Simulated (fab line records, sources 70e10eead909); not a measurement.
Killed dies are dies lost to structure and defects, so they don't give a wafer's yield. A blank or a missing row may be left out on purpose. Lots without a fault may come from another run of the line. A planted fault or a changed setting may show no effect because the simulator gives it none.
Which tool did it? | flow nand_harc | 6 lots, 18 wafers sampled, at 3 steps of a route of 1302

WHAT THE GAUGES READ, wafer by wafer
NHARC_P_GATE_CD_MEAS_26: target cd 120 nm.
lot  | measured     | on        | cd_nm (nm)
L774 | day 5 13:28  | cd_sem-03 | 118.8 119.7 119.2
L778 | day 7 03:51  | cd_sem-03 | 119.5 121.4 119.7
L782 | day 9 01:30  | cd_sem-03 | 111.0 112.5 111.5
L788 | day 11 14:22 | cd_sem-03 | 121.1 121.3 120.2
L792 | day 12 16:23 | cd_sem-03 | 120.0 120.8 120.8
L795 | day 14 01:28 | cd_sem-02 | 120.7 120.2 120.9

WHICH TOOL RAN EACH LOT (tool, then ch and the chambers of the sampled wafers, then the start)
lot  | NHARC_P_GATE_DEP_103           | NHARC_P_GATE_PEB_24
L774 | pecvd-01 ch 0,2, day 5 12:50   | litho_track-01 ch 0, day 5 13:23
L778 | pecvd-04 ch 0,1,2, day 7 03:10 | litho_track-04 ch 0, day 7 03:46
L782 | pecvd-04 ch 1,2, day 9 00:58   | litho_track-01 ch 0, day 9 01:25
L788 | pecvd-04 ch 0,2, day 11 13:44  | litho_track-04 ch 0, day 11 14:17
L792 | pecvd-02 ch 0,2, day 12 15:44  | litho_track-06 ch 0, day 12 16:18
L795 | pecvd-02 ch 0,1, day 14 00:47  | litho_track-06 ch 0, day 14 01:23
- NHARC_P_GATE_DEP_103: deposits SiON, target thk 30 nm.
- NHARC_P_GATE_PEB_24: peb time 65 s.

THE ANSWER, worked out from the rows above alone
Rule: what is usual is taken from the lots themselves. Put in order of their means at a reading, lots are off if they are a third of the lots or fewer, leave a main group of 4 or more, and stand apart from it by a gap of 3 or more times the standard deviation of the main group's means; of several such gaps the widest counts. A main group whose means are all the same, to the digits that the tables above print for the reading, isn't used. A lot without any number at a reading at which 4 lots or more have one is off too. The other lots that the step has rows for count as sound.
Off: L782, at NHARC_P_GATE_CD_MEAS_26 (cd_nm). The main group: mean 120.3 nm, standard deviation 0.57.
A tool fits if, at a process step before that reading, it ran every lot that is off, and no sound lot after the first of them. The gauges at NHARC_P_GATE_CD_MEAS_26 are tried like those tools. One fits: litho_track-01 at NHARC_P_GATE_PEB_24. Its last sound lot is L774 (day 5 13:23), its first lot that is off L782 (day 9 01:25): a fault that began between those two fits.

WHAT THE SIMULATOR HAD PUT IN
Process parameter drift: litho_track-01, from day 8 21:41 on, at NHARC_P_GATE_PEB_24. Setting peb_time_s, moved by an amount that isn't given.
Lots struck among those shown: L782. The rule above found the same.
